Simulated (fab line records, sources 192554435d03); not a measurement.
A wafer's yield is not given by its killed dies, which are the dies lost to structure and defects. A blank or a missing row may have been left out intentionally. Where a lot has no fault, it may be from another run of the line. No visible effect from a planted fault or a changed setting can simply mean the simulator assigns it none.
fab line records	flow n5-finfet
record: lots: 3	wafers: 8	last-day: 18
route steps=1938 shown BEOL_M13@1684 BEOL_M14@1716 BEOL_M15@1830 PASSIVATION@1936
lots that met no fault: taken from a fault-free run of the same line
start-h: hours from the record's opening day to when the first of the lot's shown wafers began	wait-h: time in hours since the lot's previous step	" same as the row above	L1.1+2: a single row standing in for several wafers	- no value, or no start given	* or withheld: withheld	< > ~ a bound
route shown NAME@n: NAME is a module with steps in the file, n the number in the route of the first one	usual: the fault-free wafers' mean and standard deviation	same: alike in all rows	chamber/n: place in a boat	sites: the reading at each site	_std_site: standard deviation of those values	_edge_site: inner sites' mean taken away from outer sites' mean	radius-mm: how far each site lies from the wafer's centre	mask NAME#n: copy n	behind: the most recent tool/chamber to have shaped the wafer	hold: cause of the lot's hold/its duration in hours/its outcome	device: which transistor (n, p or np) failed to switch	end of line: the tests these same wafers got at the end of their route	step lacking rows: just its recipe	killed: at the first sort, the dies lost to defects and structure; wafer yield is something else	map: per-die view of a wafer (x killed, . not killed, _ where there is no die)
set.NAME: the setting the step ran with; set.NAME@STEP: the setting that earlier step ran with	model.NAME: the simulator's own value behind a step, which no gauge read
lots at selected steps of the route; one table per step, one row per wafer
services: a tool's chamber out of use, with start hour (start-h, from the record's first day; less than 0 if before it), hours out, and reason
== steps ==
step: N5_BEOL_M13_SOFTBAKE_23
recipe: temp-c: 130	time-s: 60
step: N5_BEOL_M13_EXPOSE_25
recipe: mask-id: M13	na: 0.93	source-shape: conventional	sigma-outer: 0.4	polarization: unpolarized	target-cd-nm: 210	dose-mj: 22
step: N5_BEOL_M13_PEB_26
recipe: peb-temp-c: 130	peb-time-s: 90
step: N5_BEOL_M13_DEVELOP_27
recipe: develop-time-s: 45	rinse-liquid: diw	dry: air-spin	dev-temp-c: 21
step: N5_BEOL_M13_HARDBAKE_32
recipe: temp-c: 130	time-s: 120
step: N5_BEOL_M13_DESCUM_33
recipe: chemistry: O2	time-s: 7.9	source-power-w: 50	bias-power-w: 20	pressure-mtorr: 20	rf-frequency-hz: 2.712e+07	temp-c: 40	o2-flow-sccm: 225
step: N5_BEOL_M13_ETCH_67
recipe: chemistry: CF4	target: SiARC	target-depth-a: 1430	time-s: 238.3	ion-energy-ev: 80	pressure-mtorr: 40	source-w: 545	bias-w: 36	Ar_flow_sccm: 100	cf4-flow-sccm: 100	ends: cleared
step: N5_BEOL_M13_ETCH_68
recipe: chemistry: N2/H2	target: SOC	mask-material: SiARC	source-w: 3000	bias-w: 350	temp-c: 40	time-s: 355	ion-energy-ev: 200	pressure-mtorr: 30	n2-flow-sccm: 200	h2-flow-sccm: 200
step: N5_BEOL_M13_STRIP_69
recipe: chemistry: N2/H2	temp-c: 40	n2-flow-sccm: 200	h2-flow-sccm: 200	rf-frequency-hz: 6e+07
step: N5_BEOL_M13_TRENCH_ETCH_34
recipe: chemistry: C4F8/O2/Ar	target: SiOC	target-depth-a: 4134.7	mask-material: SOC	pressure-mtorr: 30	source-w: 3000	bias-w: 700	Ar_flow_sccm: 400	C4F8_flow_sccm: 15	O2_flow_sccm: 8	he-inner-torr: 15	he-outer-torr: 30	time-s: 162.6	ion-energy-ev: 250
usual: O2_flow_sccm: 8.000/0.026	drypump-motor-current-A: 5.5/0.39	oes-product-au: 0.80/0.081	rf-vpp-V: 666.6/2.5	showerhead-plenum-p-Torr: 3.46/0.082	throttle-valve-pct: 24.14/0.25
lot.wafer	tool	chamber	start-h	wait-h	O2_flow_sccm	drypump-motor-current-A	oes-product-au	rf-hours-counter-h	rf-vpp-V	showerhead-plenum-p-Torr	throttle-valve-pct	model.etch.depth-nm
L967.2	rie-diel-05	1	295.98	0.0	7.994	5.6	0.71	190	666.3	3.42	24.26	409.5
L967.3	"	0	"	"	7.977	6.2	0.70	208	669.7	3.53	24.55	404.4
L967.4	"	3	"	"	8.013	5.6	0.85	53	664.6	3.36	24.15	409.9
L973.2	rie-diel-02	2	341.95	0.0	7.984	5.6	0.71	206	665.6	3.37	23.91	407.1
L973.3	"	0	"	"	7.994	5.3	0.90	45	670.5	3.60	23.81	426.7
L973.4	"	3	"	"	7.989	5.2	0.68	218	668.0	3.53	24.52	402
L980.1	rie-diel-02	2	390.87	0.0	8.024	5.6	0.70	222	663.3	3.36	23.93	404.9
L980.2	"	0	"	"	8.006	5.4	1.09	60	670.5	3.59	23.91	591.7
step: N5_BEOL_M13_STRIP_70
recipe: chemistry: C4F8/O2/Ar	resist: SiARC	rf-frequency-hz: 6e+07
step: N5_BEOL_M13_OCD_MEAS_35
usual: trench-depth-nm: 413/7
lot.wafer	tool	chamber	start-h	wait-h	trench-depth-nm
L967.2	ocd-01	-	296.16	0.0	410
L967.3	"	-	"	"	404
L967.4	"	-	"	"	409
L973.2	ocd-01	-	342.13	0.0	407
L973.3	"	-	"	"	427
L973.4	"	-	"	"	402
L980.1	ocd-02	-	391.05	0.0	406
L980.2	"	-	"	"	592
step: N5_BEOL_M13_STRIP_37
recipe: chemistry: N2/H2	power-w: 1000	temp-c: 250	h2-frac: 0.65	overash-fraction: 0.3	pressure-mtorr: withheld	n2-flow-sccm: 1750	h2-flow-sccm: 3250
step: N5_BEOL_M13_ETCH_38
recipe: chemistry: CF4/N2	target: SiCN	target-depth-a: 675	taper-deg: 2	time-s: 71.9	ion-energy-ev: 150	mask-material: SiO2	pressure-mtorr: 40	source-w: 430	bias-w: 70	Ar_flow_sccm: 100	cf4-flow-sccm: 60	n2-flow-sccm: 60
step: N5_BEOL_M13_PRECLEAN_39
recipe: chemistry: residue-remover	time-s: 60	temp-c: 40
step: N5_BEOL_M13_SRD_40
recipe: time-s: 30	temp-c: 23	rinse-liquid: diw	dry: n2-spin	spin-rpm: 1500	dry-time-s: 30
step: N5_BEOL_M13_DEGAS_41
recipe: ambient: vacuum	temp-c: 250	time-s: 60
step: N5_BEOL_M13_PRE_CLEAN_42
recipe: gas: H2/He	time-s: 30	temp-c: 250
step: N5_BEOL_M13_SPUTTER_43
recipe: material: TaN	target-thk-a: 150	temp-c: 50	bias-v: 168.6	power-w: 15000	chamber-pressure-pa: 0.12	time-s: 24.19
step: N5_BEOL_M13_SPUTTER_44
recipe: material: Ta	target-thk-a: 100	temp-c: 50	bias-v: 80	power-w: 15000	chamber-pressure-pa: 0.07	time-s: 16.13
step: N5_BEOL_M13_SPUTTER_45
recipe: material: Cu	target-thk-a: 800	temp-c: -20	bias-v: 60	power-w: 26000	chamber-pressure-pa: 0.13	time-s: 13.33
step: N5_BEOL_M13_ECD_47
recipe: material: Cu	target-thk-a: 9360
step: N5_BEOL_M13_ANNEAL_48
recipe: temp-c: 225	time-s: 90	ambient: N2
step: N5_BEOL_M13_CMP_49
recipe: stop-on: SiOC	t-overpolish-s: 17.1	down-force-psi: 1	platen-rpm: 50	clearing-platen-down-force-psi: 1.5	clearing-platen-rpm: 50	post-cmp-clean: cu-alkaline	target-thk-nm: 420	clearing-platen-pad-velocity-m-s: 0.99484	pad-velocity-m-s: 0.99484
usual: barrier-field-endpoint-s: 30.1/0.8	motor-current-A: 5.9/0.55	overpolish-run-s: 17.099/0.0085
lot.wafer	tool	chamber	start-h	wait-h	barrier-field-endpoint-s	motor-current-A	overpolish-run-s	model.Cu_of_BEOL_M13_ECD_47.thk-nm
L967.2	cmp-01	2	298.46	0.2	27.8	6.1	17.093	416.6
L967.4	"	3	"	"	29.5	5.9	17.105	417.4
L967.3	"	0	"	"	28.9	6.0	17.106	412
L973.3	cmp-01	0	345.41	0.2	29.7	5.8	17.109	433.2
L973.4	"	1	"	"	29.3	6.3	17.101	408.6
L973.2	"	2	"	"	28.7	5.7	17.108	410.2
L980.1	cmp-04	3	392.56	0.3	30.2	5.9	17.097	410.6
L980.2	"	0	"	"	31.0	6.6	17.097	596.4
step: N5_BEOL_M13_THK_MEAS_50
recipe: thk-meas-gauge: xrf	reads: Cu_of_BEOL_M13_ECD_47
usual: M13_THK: 406/7.5
lot.wafer	tool	chamber	start-h	wait-h	M13_THK[nm]
L967.2	film-metro-01	-	298.75	-	406
L967.3	"	-	"	"	400
L967.4	"	-	"	"	406
L973.2	film-metro-02	-	345.67	-	396
L973.3	"	-	"	"	419
L973.4	"	-	"	"	395
L980.1	film-metro-02	-	392.82	-	401
L980.2	"	-	"	"	581
step: N5_BEOL_M13_PRE_CLEAN_52
recipe: gas: NH3	time-s: 15	temp-c: withheld	rf-power-w: 300
step: N5_BEOL_M13_DEP_53
recipe: material: SiCN	target-thk-a: 500	temp-c: withheld	precursor: 3MS/NH3	pressure-torr: 3	rf-w: 675	time-s: 17.8
step: N5_BEOL_M13_RS_MEAS_54
recipe: thk-meas-gauge: four-point-probe	reads: Cu_of_BEOL_M13_ECD_47+Ta_of_BEOL_M13_SPUTTER_44+TaN_of_BEOL_M13_SPUTTER_43
usual: M13_RS: 0.0450/0.00078
lot.wafer	tool	chamber	start-h	wait-h	M13_RS[ohm/sq]
L967.2	film-metro-01	-	298.88	0.1	0.0453
L967.3	"	-	"	"	0.0458
L967.4	"	-	"	"	0.0451
L973.2	film-metro-01	-	345.80	0.1	0.0459
L973.3	"	-	"	"	0.0434
L973.4	"	-	"	"	0.0462
L980.1	film-metro-02	-	392.98	0.1	0.0460
L980.2	"	-	"	"	0.0313
step: N5_BEOL_M14_ILD_DEP_00
recipe: material: SiO2	target-thk-a: 11193	temp-c: 400	precursor: TEOS/O2	pressure-torr: 6.5	rf-w: 900	teos-flow-sccm: 161.4	gas: O2	flow-sccm: 2650	time-s: 237.4
step: N5_BEOL_M14_COAT_58
recipe: resist: BARC	temp-c: 205	time-s: 60	spin-rpm: 1500	resist-thk-nm: 89
step: N5_BEOL_M14_COAT_04
recipe: spin-rpm: 1704	resist-thk-nm: 800
step: N5_BEOL_M14_EBR_06
recipe: solvent: PGMEA	ebr-width-mm: 1.5
step: N5_BEOL_M14_SOFTBAKE_05
recipe: temp-c: 130	time-s: 60
step: N5_BEOL_M14_EXPOSE_07
recipe: mask-id: V13	na: 0.8	source-shape: annular	sigma-inner: 0.5	sigma-outer: 0.8	polarization: unpolarized	attpsm-phase-deg: 180	dose-mj: 57
step: N5_BEOL_M14_PEB_08
recipe: peb-temp-c: 130	peb-time-s: 90
step: N5_BEOL_M14_DEVELOP_09
recipe: develop-time-s: 45	rinse-liquid: diw	dry: air-spin	dev-temp-c: 21
step: N5_BEOL_M14_HARDBAKE_14
recipe: temp-c: 130	time-s: 120
step: N5_BEOL_M15_RC_MEAS_101
usual: COMB_M10: 1.5e-11/3.1e-12	COMB_M11: 1.5e-11/3.1e-12	COMB_M12: 7e-12/1.3e-12	COMB_M14: 4.1e-12/7.1e-13	COMB_M15: 3.2e-12/5.9e-13	COMB_M5: 3.7e-11/7.8e-12	COMB_M6: 2.6e-11/5.1e-12	COMB_M7: 2.5e-11/5.4e-12	COMB_M8: 2.7e-11/5.7e-12	COMB_M9: 1.5e-11/3e-12	SERP_M10: 3.07/0.091	SERP_M11: 3.10/0.076	SERP_M12: 0.632/0.016	SERP_M13: 0.310/0.0062	SERP_M13_max_site: 0.313/0.0065	SERP_M14: 0.159/0.0051	SERP_M5: 38.9/1.7	SERP_M5_max_site: 40.4/1.8	SERP_M6: 13.7/0.57	SERP_M6_max_site: 14.3/0.64	SERP_M7: 14.0/0.52	SERP_M8: 13.6/0.59	SERP_M9: 3.08/0.082
lot.wafer	tool	chamber	start-h	wait-h	COMB_M10[S/m]	COMB_M11[S/m]	COMB_M12[S/m]	COMB_M14[S/m]	COMB_M15[S/m]	COMB_M5[S/m]	COMB_M6[S/m]	COMB_M7[S/m]	COMB_M8[S/m]	COMB_M9[S/m]	SERP_M10[ohm/um]	SERP_M11[ohm/um]	SERP_M12[ohm/um]	SERP_M13[ohm/um]	SERP_M13_max_site[ohm/um]	SERP_M14[ohm/um]	SERP_M5[ohm/um]	SERP_M5_max_site[ohm/um]	SERP_M6[ohm/um]	SERP_M6_max_site[ohm/um]	SERP_M7[ohm/um]	SERP_M8[ohm/um]	SERP_M9[ohm/um]
L967.2	prober-02	0	309.99	0.3	2.1e-11	1.3e-11	6.5e-12	3.2e-12	3.1e-12	4.2e-11	2.2e-11	2.2e-11	2.2e-11	1.1e-11	3.01	3.24	0.629	0.312	0.315	0.154	39.2	40.6	12.6	13.2	13.7	13.4	3.01
L967.3	"	0	"	"	1.6e-11	1.2e-11	9e-12	4e-12	2.5e-12	3.1e-11	2.8e-11	2.1e-11	3.7e-11	1.6e-11	3.09	3.08	0.632	0.317	0.322	0.156	37.6	38.2	13.6	14.0	14.0	14.5	3.13
L967.4	"	0	"	"	1.5e-11	1.2e-11	8.3e-12	3.2e-12	3.3e-12	3.3e-11	2.4e-11	2.1e-11	2.6e-11	1e-11	3.02	3.13	0.671	0.312	0.316	0.157	38.6	39.5	13.6	14.2	13.3	14.6	3.04
L973.2	prober-01	0	355.81	0.2	1.3e-11	1.6e-11	8.7e-12	3.7e-12	2.6e-12	3.8e-11	3e-11	4.1e-11	2e-11	1.3e-11	3.16	3.13	0.621	0.317	0.320	0.156	41.4	42.8	13.6	14.1	13.9	14.2	3.16
L973.3	"	0	"	"	1.3e-11	1.6e-11	5.9e-12	4.9e-12	2.7e-12	4.7e-11	2.6e-11	2.9e-11	3.5e-11	1.5e-11	3.06	3.04	0.636	0.298	0.303	0.154	39.9	41.1	12.2	12.9	13.7	13.8	3.21
L973.4	"	0	"	"	1.3e-11	1.5e-11	7.9e-12	5.1e-12	2.5e-12	2.5e-11	1.9e-11	2.3e-11	2.8e-11	1.6e-11	2.98	3.10	0.627	0.316	0.319	0.157	39.2	40.4	13.1	13.7	13.8	13.6	3.14
L980.1	prober-02	0	407.24	0.0	1.3e-11	1.2e-11	9.1e-12	3e-12	2.6e-12	2.4e-11	2.1e-11	2.6e-11	3.7e-11	1.4e-11	3.00	2.99	0.608	0.320	0.324	0.150	41.1	41.9	13.4	13.6	14.7	14.0	2.98
L980.2	"	0	"	"	1.4e-11	1.4e-11	7.4e-12	4.3e-12	2.5e-12	4.1e-11	3.4e-11	2.5e-11	2.3e-11	2e-11	3.07	2.96	0.622	0.214	0.216	0.164	36.8	38.0	13.4	13.8	13.9	13.3	3.16
sites SERP_M13 radius-mm=0,75,75,75,75,140,140,140,140
L967.2 0.311 0.315 0.310 0.315 0.311 0.314 0.312 0.313 0.312
L973.2 0.315 0.316 0.320 0.316 0.317 0.315 0.319 0.318 0.320
L980.1 0.319 0.320 0.319 0.320 0.319 0.320 0.322 0.324 0.323
step: N5_PASSIVATION_PROBE_49
usual: defect-limited-yield: 91.4/1.5	killed_at_M0_to_M3: 34/10	killed_at_M4_up: 15/6	killed-at-contacts: 12/6	killed-at-front-end: 37/11	killed-at-other: 3.3/2.8	killed-dies: 101/18	killed-open: 66/14	killed-short: 33/7.8	sort_bin_5_function: 5.0/0.97	sort_bin_6_memory: 3.2/0.72	sort-n-pass: 1079/18	sort-yield-pct: 91.4/1.5
same: gross-dies: 1180	killed-at-back-side: 0	sort_bin_4_leakage[%]: 0	sort_bin_8_speed[%]: 0
lot.wafer	tool	chamber	start-h	wait-h	defect-limited-yield[%]	killed_at_M0_to_M3	killed_at_M4_up	killed-at-contacts	killed-at-front-end	killed-at-other	killed-dies	killed-open	killed-short	sort_bin_5_function[%]	sort_bin_6_memory[%]	sort-n-pass	sort-yield-pct[%]
L967.4	prober-02	-	323.94	0.2	92.2	33	21	8	29	1	92	53	37	4.5	2.9	1088	92.2
L973.2	prober-02	-	369.42	0.1	89.9	37	25	25	30	2	119	89	30	6.2	3.6	1061	89.9
L973.3	prober-02	-	369.47	0.1	89.8	48	24	12	32	4	120	82	38	6.4	3.4	1060	89.8
L973.4	prober-02	-	369.52	0.2	90.9	29	24	13	38	3	107	74	32	5.3	3.5	1073	90.9
L980.2	prober-02	-	425.55	0.1	91.0	37	13	7	43	6	106	66	29	4.7	3.1	1074	91.0
killed by level:class
L967.4 BEOL_M0_SAQP:geometric-particle:short=13 FIN_SAQP:geometric-particle:short=9 BEOL_M0_SAQP:geometric-particle:open=7 BEOL_M4:geometric-particle:open=7 MOL_CONTACT_COAG:geometric-particle:open=6 BEOL_M3:geometric-particle:open=6 FIN_SAQP:geometric-particle:open=4 BEOL_M7:geometric-particle:open=4
L973.2 MOL_CONTACT_COAG:geometric-particle:open=17 BEOL_M0_SAQP:geometric-particle:open=15 BEOL_M4:geometric-particle:open=13 FIN_SAQP:geometric-particle:open=10 MOL_CONTACT_COAG:geometric-particle:short=8 BEOL_M3:geometric-particle:open=7 BEOL_M0_SAQP:geometric-particle:short=5 FIN_SAQP:geometric-particle:short=4
L973.3 BEOL_M0_SAQP:geometric-particle:open=12 BEOL_M4:geometric-particle:open=12 BEOL_M0_SAQP:geometric-particle:short=10 BEOL_M1:geometric-particle:open=10 MOL_CONTACT_COAG:geometric-particle:open=9 BEOL_M2:geometric-particle:open=8 BEOL_M5:geometric-particle:open=8 FIN_SAQP:geometric-particle:open=7
L973.4 BEOL_M4:geometric-particle:open=11 MOL_CONTACT_COAG:geometric-particle:open=10 GATE_CUT:geometric-particle:open=8 BEOL_M3:geometric-particle:open=8 STI_FIN_REVEAL:geometric-particle:open=7 BEOL_M0_SAQP:geometric-particle:open=7 STARTING-WAFER:geometric-particle:open=6 FIN_SAQP:geometric-particle:short=5
L980.2 BEOL_M3:geometric-particle:open=12 HKMG_FIN:area-etch=11 BEOL_M0_SAQP:geometric-particle:open=8 FIN_SAQP:geometric-particle:short=7 BEOL_M1:geometric-particle:open=6 FIN_SAQP:geometric-particle:open=5 BEOL_M2:geometric-particle:open=5 BEOL_M4:geometric-particle:open=5
== services ==
tool	chamber	start-h	hours	kind
cmp-04	-	275.29	2.0	repair
cmp-01	-	288.82	1.2	repair
rie-diel-02	-	300.28	4.0	repair
cmp-01	-	310.90	4.0	pm
cmp-01	-	314.90	-	consumable-replace:conditioner
cmp-01	-	314.90	-	consumable-replace:pad
rie-diel-02	0	322.58	9.6	repair
rie-diel-02	-	337.47	0.7	repair
rie-diel-05	3	351.34	12.4	repair
cmp-04	-	353.32	2.8	repair
== key ==
first-sign: step: N5_BEOL_M13_TRENCH_ETCH_34	reading: oes-product-au	direction: up	sigmas: 3.5	usual: 0.80	struck: 1.09
effect: step: N5_BEOL_M13_OCD_MEAS_35	reading: trench-depth-nm	direction: up	sigmas: 26	usual: 413	struck: 592
effect: step: N5_BEOL_M13_THK_MEAS_50	reading: M13_THK	direction: up	sigmas: 23	usual: 406	struck: 581
effect: step: N5_BEOL_M13_RS_MEAS_54	reading: M13_RS	direction: down	sigmas: 18	usual: 0.0450	struck: 0.0313
effect: step: N5_BEOL_M15_RC_MEAS_101	reading: SERP_M13	direction: down	sigmas: 15	usual: 0.310	struck: 0.214
model-effect: step: N5_BEOL_M13_TRENCH_ETCH_34	value: etch.depth-nm	without: 423	struck: 591.7
model-effect: step: N5_BEOL_M13_CMP_49	value: Cu_of_BEOL_M13_ECD_47.thk-nm	without: 427.8	struck: 596.4
met-at N5_BEOL_M13_TRENCH_ETCH_34
struck-wafers L980.2
baseline-loss: step: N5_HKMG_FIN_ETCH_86	wafers: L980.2
onset-between 341.95 390.87
fault: kind: process-parameter-drift	tool: rie-diel-02	chamber: -	onset-h: 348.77	steps: N5_BEOL_M13_TRENCH_ETCH_34	channel: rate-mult	offset: 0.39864	shape: step	end-h: 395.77	scope: struck-wafers-only
baseline-loss: these wafers lose ten dies or more at that step, a loss of the line's own and not of a fault; the sort's usual values leave them out
